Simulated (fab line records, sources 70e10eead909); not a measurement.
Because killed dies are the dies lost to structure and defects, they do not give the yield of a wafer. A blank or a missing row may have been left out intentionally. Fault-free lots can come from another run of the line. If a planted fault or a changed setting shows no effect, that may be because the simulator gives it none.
fab line records + flow nand_harc
record:
- lots: 6
- wafers: 18
- last_day: 33
route steps=1302 shown P_GATE@205 P_CONTACT@217
lots that met no fault: from a run of the same line without faults
start_h: start of the lot's first displayed wafer, in hours after the record's first day + wait_h: time in hours since the lot's previous step + " the same as in the row above + L1.1+2: a row that stands for several wafers + - no value, or no start was given + * or withheld: withheld + < > ~ a bound
route shown NAME@n: a module of which the file shows steps, and the number in the route of the first + usual: mean and standard deviation over wafers with no fault + same: alike in all rows + chamber/n: place in a boat + sites: per-site readings + _std_site: their standard deviation + _edge_site: outer sites' mean less inner sites' + radius_mm: how far each site lies from the wafer's centre + mask NAME#n: copy n + behind: the last tool/chamber to shape the wafer + hold: why the lot was held/for how many hours/how that ended + device: transistor that didn't switch, given as n, p or np + end of line: at the end of the route, the tests of the same wafers + a step given without rows: its recipe and nothing more + killed: dies that structure and defects cost at the first sort, which is not the same as the wafer's yield + map: a wafer's dies, x killed, . not, _ none there
set.NAME: the run value of the setting; set.NAME@STEP: its run value at that earlier step + model.NAME: the simulator's own value behind a step, which no gauge read
lots at some steps of the route; a table a step, a row a wafer
services: the hour from which a tool's chamber was out of use, counted from the record's first day as start_h (under 0 if before that day), plus the number of hours and why
== steps ==
step: NHARC_P_GATE_STRIP_95
recipe:
- power_w: 1500
- temp_c: 250
- chemistry: O2
usual:
- drypump_motor_current_A: 5.70/0.17
- heater_power_w: 358/24
| lot.wafer | tool            | chamber | start_h | wait_h | drypump_motor_current_A | heater_power_w | rf_hours_counter_h |
|-----------|-----------------|---------|---------|--------|-------------------------|----------------|--------------------|
| L213.1    | plasma_asher-01 | 0       | 135.26  | 0.6    | 5.78                    | 340            | 30                 |
| L213.2    | "               | 1       | "       | "      | 5.57                    | 333            | 30                 |
| L213.4    | "               | 0       | "       | "      | 5.78                    | 347            | -                  |
| L217.2    | plasma_asher-02 | 1       | 174.39  | 0.6    | 5.93                    | 398            | 20                 |
| L217.4    | "               | 1       | "       | "      | 5.92                    | 408            | -                  |
| L217.6    | "               | 1       | "       | "      | 5.95                    | 403            | -                  |
| L220.1    | plasma_asher-01 | 1       | 205.85  | 0.6    | 5.53                    | 352            | 6                  |
| L220.2    | "               | 0       | "       | "      | 5.77                    | 343            | 6                  |
| L220.3    | "               | 1       | "       | "      | 5.52                    | 363            | -                  |
| L227.4    | plasma_asher-01 | 1       | 282.12  | 0.4    | 5.56                    | 355            | -                  |
| L227.3    | "               | 0       | "       | "      | 5.75                    | 337            | -                  |
| L227.5    | "               | 0       | "       | "      | 5.76                    | 338            | -                  |
| L231.2    | plasma_asher-02 | 1       | 318.69  | 0.6    | 5.99                    | 376            | 12                 |
| L231.4    | "               | 0       | "       | "      | 5.53                    | 344            | -                  |
| L231.5    | "               | 0       | "       | "      | 5.54                    | 345            | -                  |
| L233.4    | plasma_asher-02 | 1       | 328.29  | 0.4    | 5.93                    | 391            | -                  |
| L233.3    | "               | 0       | "       | "      | 5.52                    | 346            | -                  |
| L233.5    | "               | 0       | "       | "      | 5.50                    | 358            | -                  |
step: NHARC_P_GATE_STRIP_96
recipe:
- time_s: 900
- temp_c: 130
- chemistry: SPM
step: NHARC_P_GATE_RTA_64
recipe:
- temp_c: 1050
- time_s: 1
usual:
- lamp_power_pct: 36.5/1.4
- lamp_zone_4_pct: 36.5/1.4
- wafer_temp_C_max: 1055.1/1.2
| lot.wafer | tool          | chamber | start_h | wait_h | lamp_power_pct | lamp_zone_4_pct | wafer_temp_C_max |
|-----------|---------------|---------|---------|--------|----------------|-----------------|------------------|
| L213.1    | rtp_anneal-02 | 0       | 135.87  | -      | 37.6           | 37.6            | 1053.0           |
| L213.2    | "             | 0       | "       | "      | 37.7           | 37.6            | 1054.1           |
| L213.4    | "             | 0       | "       | "      | 37.6           | 37.7            | 1055.0           |
| L217.2    | rtp_anneal-02 | 0       | 174.99  | -      | 37.7           | 37.6            | 1054.8           |
| L217.4    | "             | 0       | "       | "      | 37.7           | 37.6            | 1053.7           |
| L217.6    | "             | 0       | "       | "      | 37.6           | 37.7            | 1054.8           |
| L220.1    | rtp_anneal-01 | 0       | 206.47  | -      | 34.7           | 34.9            | 1055.2           |
| L220.2    | "             | 0       | "       | "      | 34.8           | 34.7            | 1054.9           |
| L220.3    | "             | 0       | "       | "      | 34.7           | 34.8            | 1055.7           |
| L227.3    | rtp_anneal-01 | 0       | 282.72  | -      | 34.8           | 34.8            | 1055.4           |
| L227.4    | "             | 0       | "       | "      | 34.8           | 34.8            | 1058.5           |
| L227.5    | "             | 0       | "       | "      | 34.8           | 34.8            | 1056.1           |
| L231.2    | rtp_anneal-01 | 0       | 319.28  | -      | 34.8           | 34.7            | 1056.8           |
| L231.4    | "             | 0       | "       | "      | 34.8           | 34.8            | 1055.3           |
| L231.5    | "             | 0       | "       | "      | 34.8           | 34.7            | 1054.7           |
| L233.3    | rtp_anneal-02 | 0       | 328.88  | -      | 37.6           | 37.7            | 1054.8           |
| L233.4    | "             | 0       | "       | "      | 37.7           | 37.6            | 1054.5           |
| L233.5    | "             | 0       | "       | "      | 37.6           | 37.7            | 1053.3           |
step: NHARC_P_GATE_ETCH_77
recipe:
- target_depth_a: 60
- chemistry: dHF
- material: SiO2
step: NHARC_P_GATE_DEGAS_109
recipe:
- temp_c: 300
- time_s: 60
usual:
- heater_power_w: 464/30
| lot.wafer | tool           | chamber | start_h | wait_h | heater_power_w |
|-----------|----------------|---------|---------|--------|----------------|
| L213.2    | pvd_sputter-01 | -       | 136.20  | 0.1    | 438            |
| L213.1    | "              | -       | "       | "      | 429            |
| L213.4    | "              | -       | "       | "      | 494            |
| L217.2    | pvd_sputter-01 | -       | 175.26  | 0.1    | 435            |
| L217.4    | "              | -       | "       | "      | 445            |
| L217.6    | "              | -       | "       | "      | 424            |
| L220.3    | pvd_sputter-02 | -       | 206.81  | 0.1    | 492            |
| L220.2    | "              | -       | "       | "      | 503            |
| L220.1    | "              | -       | "       | "      | 463            |
| L227.4    | pvd_sputter-01 | -       | 282.96  | 0.1    | 456            |
| L227.3    | "              | -       | "       | "      | 467            |
| L227.5    | "              | -       | "       | "      | 445            |
| L231.4    | pvd_sputter-01 | -       | 319.57  | 0.1    | 483            |
| L231.2    | "              | -       | "       | "      | 446            |
| L231.5    | "              | -       | "       | "      | 437            |
| L233.3    | pvd_sputter-01 | -       | 329.14  | 0.1    | 442            |
| L233.4    | "              | -       | "       | "      | 445            |
| L233.5    | "              | -       | "       | "      | 471            |
step: NHARC_P_GATE_PRE_CLEAN_110
recipe:
- time_s: 30
- bias_v: 200
- gas: Ar
step: NHARC_P_GATE_SPUTTER_78
recipe:
- target_thk_a: 100
- material: Ni
step: NHARC_P_GATE_SPUTTER_79
recipe:
- target_thk_a: 100
- material: TiN
step: NHARC_P_GATE_RTA_80
recipe:
- temp_c: 300
- time_s: 30
usual:
- lamp_power_pct: 2.14/0.086
- lamp_zone_4_pct: 2.14/0.086
- wafer_temp_C_max: 301.5/0.36
| lot.wafer | tool          | chamber | start_h | wait_h | lamp_power_pct | lamp_zone_4_pct | wafer_temp_C_max |
|-----------|---------------|---------|---------|--------|----------------|-----------------|------------------|
| L213.1    | rtp_anneal-01 | 0       | 136.55  | -      | 2.07           | 2.07            | 302.0            |
| L213.2    | "             | 0       | "       | "      | 2.07           | 2.07            | 302.0            |
| L213.4    | "             | 0       | "       | "      | 2.07           | 2.07            | 302.1            |
| L217.2    | rtp_anneal-01 | 0       | 175.58  | -      | 2.08           | 2.08            | 302.0            |
| L217.4    | "             | 0       | "       | "      | 2.08           | 2.08            | 301.6            |
| L217.6    | "             | 0       | "       | "      | 2.08           | 2.08            | 301.9            |
| L220.1    | rtp_anneal-01 | 0       | 207.10  | -      | 2.08           | 2.07            | 302.0            |
| L220.2    | "             | 0       | "       | "      | 2.08           | 2.07            | 301.6            |
| L220.3    | "             | 0       | "       | "      | 2.07           | 2.07            | 301.9            |
| L227.3    | rtp_anneal-01 | 0       | 283.32  | -      | 2.07           | 2.07            | 301.7            |
| L227.4    | "             | 0       | "       | "      | 2.07           | 2.07            | 301.5            |
| L227.5    | "             | 0       | "       | "      | 2.07           | 2.07            | 301.7            |
| L231.2    | rtp_anneal-02 | 0       | 319.88  | -      | 2.24           | 2.25            | 301.4            |
| L231.4    | "             | 0       | "       | "      | 2.25           | 2.25            | 301.4            |
| L231.5    | "             | 0       | "       | "      | 2.25           | 2.25            | 301.3            |
| L233.3    | rtp_anneal-01 | 0       | 329.48  | -      | 2.08           | 2.07            | 301.5            |
| L233.4    | "             | 0       | "       | "      | 2.07           | 2.08            | 300.9            |
| L233.5    | "             | 0       | "       | "      | 2.07           | 2.07            | 301.5            |
step: NHARC_P_GATE_STRIP_67
recipe:
- time_s: 600
- temp_c: 130
- chemistry: SPM
step: NHARC_P_GATE_RTA_82
recipe:
- temp_c: 450
- time_s: 30
step: NHARC_P_GATE_INSPECT_68
usual:
- raw_defect_count: 195/68
| lot.wafer | tool              | chamber | start_h | wait_h | raw_defect_count |
|-----------|-------------------|---------|---------|--------|------------------|
| L213.1    | defect_inspect-01 | -       | 137.26  | 0.2    | 141              |
| L213.2    | "                 | -       | "       | "      | 216              |
| L213.4    | "                 | -       | "       | "      | 146              |
| L217.2    | defect_inspect-02 | -       | 176.21  | 0.1    | 261              |
| L217.4    | "                 | -       | "       | "      | 212              |
| L217.6    | "                 | -       | "       | "      | 158              |
| L220.1    | defect_inspect-02 | -       | 207.84  | 0.2    | 112              |
| L220.2    | "                 | -       | "       | "      | 188              |
| L220.3    | "                 | -       | "       | "      | 171              |
| L227.3    | defect_inspect-01 | -       | 283.92  | 0.1    | 256              |
| L227.4    | "                 | -       | "       | "      | 436              |
| L227.5    | "                 | -       | "       | "      | 297              |
| L231.2    | defect_inspect-01 | -       | 320.50  | 0.1    | 102              |
| L231.4    | "                 | -       | "       | "      | 132              |
| L231.5    | "                 | -       | "       | "      | 147              |
| L233.3    | defect_inspect-01 | -       | 330.08  | 0.1    | 165              |
| L233.4    | "                 | -       | "       | "      | 186              |
| L233.5    | "                 | -       | "       | "      | 237              |
step: NHARC_P_CONTACT_DEP_30
recipe:
- target_thk_a: 300
- temp_c: 400
- target_thk_nm: 30
- flow_sccm: 200
- rf_w: 450
- material: SiNx
usual:
- heater_power_w: 711/71
- rf_fwd_power_W: 448.9/1.4
| lot.wafer | tool     | chamber | start_h | wait_h | heater_power_w | rf_fwd_power_W |
|-----------|----------|---------|---------|--------|----------------|----------------|
| L213.1    | pecvd-03 | 2       | 137.37  | 0.1    | 729            | 449.3          |
| L213.2    | "        | 0       | "       | "      | 838            | 445.3          |
| L213.4    | "        | 0       | "       | "      | 800            | 446.9          |
| L217.2    | pecvd-03 | 2       | 176.28  | 0.1    | 764            | 450.0          |
| L217.6    | "        | 0       | "       | "      | 832            | 449.1          |
| L217.4    | "        | 1       | "       | "      | 696            | 520.6          |
| L220.3    | pecvd-03 | 1       | 207.90  | 0.1    | 644            | 521.6          |
| L220.2    | "        | 2       | "       | "      | 717            | 449.5          |
| L220.1    | "        | 0       | "       | "      | 809            | 449.5          |
| L227.3    | pecvd-03 | 1       | 283.99  | 0.1    | 737            | 447.8          |
| L227.5    | "        | 1       | "       | "      | 753            | 449.0          |
| L227.4    | "        | 0       | "       | "      | 742            | 450.4          |
| L231.2    | pecvd-02 | 0       | 320.59  | 0.1    | 769            | 447.4          |
| L231.5    | "        | 1       | "       | "      | 736            | 445.6          |
| L231.4    | "        | 2       | "       | "      | 688            | 448.5          |
| L233.3    | pecvd-02 | 1       | 330.18  | 0.1    | 665            | 447.4          |
| L233.4    | "        | 0       | "       | "      | 828            | 448.5          |
| L233.5    | "        | 1       | "       | "      | 666            | 449.2          |
step: NHARC_P_CONTACT_DEP_00
recipe:
- target_thk_a: 5000
- temp_c: 400
- pressure_torr: 6.5
- rf_w: 900
- teos_flow_sccm: 161.4
- flow_sccm: 2650
- target_thk_nm: 500
- gas: O2
- material: SiO2
usual:
- chamber_pressure_Torr: 6.500/0.014
- heater_power_w: 554/78
- mfc_precursor_sccm: 161.3/0.53
- rf_fwd_power_W: 897.8/2.6
- throttle_valve_pct: 16.0/0.43
| lot.wafer | tool     | chamber | start_h | wait_h | chamber_pressure_Torr | heater_power_w | mfc_precursor_sccm | rf_fwd_power_W | throttle_valve_pct |
|-----------|----------|---------|---------|--------|-----------------------|----------------|--------------------|----------------|--------------------|
| L213.1    | pecvd-03 | 2       | -       | -      | 6.498                 | 555            | 161.0              | 897.1          | 15.6               |
| L213.2    | "        | 0       | "       | "      | 6.472                 | 697            | 161.7              | 894.3          | 16.3               |
| L213.4    | "        | 0       | "       | "      | 6.481                 | 528            | 161.8              | 896.2          | 16.5               |
| L217.2    | pecvd-03 | 2       | -       | -      | 6.478                 | 600            | 161.4              | 894.8          | 15.7               |
| L217.6    | "        | 0       | "       | "      | 6.520                 | 677            | 160.7              | 892.6          | 16.6               |
| L217.4    | "        | 1       | "       | "      | 6.478                 | 614            | 161.9              | 895.9          | 15.7               |
| L220.3    | pecvd-03 | 1       | -       | -      | 6.488                 | 604            | 162.0              | 896.4          | 15.8               |
| L220.2    | "        | 2       | "       | "      | 6.511                 | 499            | 161.6              | 896.5          | 15.4               |
| L220.1    | "        | 0       | "       | "      | 6.493                 | 716            | 162.2              | 899.6          | 16.2               |
| L227.3    | pecvd-03 | 1       | -       | -      | 6.497                 | 531            | 161.2              | 895.7          | 16.3               |
| L227.5    | "        | 1       | "       | "      | 6.478                 | 561            | 160.8              | 895.5          | 15.9               |
| L227.4    | "        | 0       | "       | "      | 6.511                 | 598            | 161.5              | 904.2          | 16.5               |
| L231.2    | pecvd-02 | 0       | -       | -      | 6.464                 | 623            | 161.2              | 895.6          | 16.1               |
| L231.5    | "        | 1       | "       | "      | 6.507                 | 551            | 160.6              | 898.4          | 16.1               |
| L231.4    | "        | 2       | "       | "      | 6.502                 | 465            | 161.0              | 894.7          | 16.8               |
| L233.3    | pecvd-02 | 1       | -       | -      | 6.479                 | 557            | 160.8              | 894.9          | 16.3               |
| L233.4    | "        | 0       | "       | "      | 6.487                 | 631            | 160.9              | 894.7          | 15.7               |
| L233.5    | "        | 1       | "       | "      | 6.485                 | 599            | 161.9              | 897.7          | 16.1               |
== services ==
| tool            | chamber | start_h | hours | kind       |
|-----------------|---------|---------|-------|------------|
| plasma_asher-01 | -       | 165.18  | 9.0   | pm         |
| pecvd-03        | -       | 185.57  | 13.0  | pm         |
| pecvd-03        | 0       | 185.57  | 13.0  | vent_cycle |
| pecvd-03        | 1       | 185.57  | 13.0  | vent_cycle |
| pecvd-03        | 2       | 185.57  | 13.0  | vent_cycle |
| plasma_asher-01 | -       | 193.37  | 1.1   | repair     |
| pecvd-03        | 0       | 198.57  | -     | clean      |
| pecvd-03        | 1       | 198.57  | -     | clean      |
| pecvd-03        | 2       | 198.57  | -     | clean      |
| pecvd-02        | 2       | 213.21  | 6.0   | repair     |
| pecvd-03        | -       | 221.15  | 1.6   | repair     |
| pvd_sputter-02  | -       | 225.95  | 10.9  | repair     |
| pvd_sputter-01  | -       | 226.08  | 10.0  | pm         |
| pecvd-02        | -       | 227.09  | 13.0  | pm         |
| pecvd-02        | 0       | 227.09  | 13.0  | vent_cycle |
| pecvd-02        | 1       | 227.09  | 13.0  | vent_cycle |
| pecvd-02        | 2       | 227.09  | 13.0  | vent_cycle |
| pecvd-02        | 0       | 240.09  | -     | clean      |
| pecvd-02        | 1       | 240.09  | -     | clean      |
| plasma_asher-02 | -       | 240.46  | 0.3   | repair     |
| pecvd-03        | 1       | 247.46  | 8.8   | repair     |
| plasma_asher-02 | -       | 249.32  | 9.0   | pm         |
| pvd_sputter-02  | -       | 282.45  | 10.0  | pm         |
| plasma_asher-01 | -       | 286.73  | 1.5   | repair     |
== key ==
first_sign:
- step: NHARC_P_CONTACT_DEP_30
- reading: rf_fwd_power_W
- direction: up
- sigmas: 53
- usual: *
- struck: *
effect none on later readings
met_at NHARC_P_CONTACT_DEP_30
struck_wafers L217.4,L220.3
tester_left_out L217,L220
fault:
- kind: process_parameter_drift
- tool: pecvd-03
- chamber: 1
- onset_h: 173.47
- steps: NHARC_P_CONTACT_DEP_30
- channel: rf_w
- offset: *
- shape: step
- end_h: 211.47
- acts_in: *
- stated: *
tester_left_out: of these lots the tester's yield and bins aren't shown, on N5 and GAA mostly nor the transistor test; their killed dies are dies lost to structure and defects alone, not to doping, threshold or leakage, so they don't give the yield
